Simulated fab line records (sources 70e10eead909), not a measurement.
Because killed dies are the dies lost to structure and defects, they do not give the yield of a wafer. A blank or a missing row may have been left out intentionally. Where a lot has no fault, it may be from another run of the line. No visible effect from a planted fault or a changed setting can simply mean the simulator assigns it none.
Matching of chambers | flow nandHarc | NHARC_A_STAIRCASE_DEP_151 on pecvd-01 has 3 sister chambers
The step deposits SiO2, target thk 3800 nm. 3 wafers are shown with their chamber, then 9 later ones without.

WAFERS WITH THEIR CHAMBER
wafer  | chamber | heaterPowerW (W)
L090.1 | 2       | 853
L092.4 | 1       | 658
L092.5 | 0       | 713

WAFERS WITHOUT THEIR CHAMBER
wafer  | heaterPowerW (W)
L095.1 | 855
L095.2 | 709
L095.3 | 818
L096.1 | 854
L096.3 | 815
L096.4 | 713
L097.1 | 833
L097.4 | 657
L097.5 | 707

EACH ONE'S CHAMBER
wafer  | from the rows above | in truth
L095.1 | 2                   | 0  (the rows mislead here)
L095.2 | 0                   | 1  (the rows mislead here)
L095.3 | 2                   | 2
L096.1 | 2                   | 2
L096.3 | 2                   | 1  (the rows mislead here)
L096.4 | 0                   | 0
L097.1 | 2                   | 2
L097.4 | 1                   | 1
L097.5 | 0                   | 0
Correctly placed: 6 of 9. From these rows, 0 cannot be placed. Number placed wrongly: 3.
How it was worked out, from the rows above alone: a wafer's distance from a chamber is the root of the sum, over the readings, of the square of ((its reading less the chamber's mean) divided by the reading's scatter). The wafer belongs to the nearest chamber; if the next one is less than 2 further off, it can't be placed. The mean given for a chamber averages the wafers shown for that chamber. The scatter: with one shown wafer a chamber, the root of the mean of the squares of how far each hidden wafer lies from its nearest shown one.
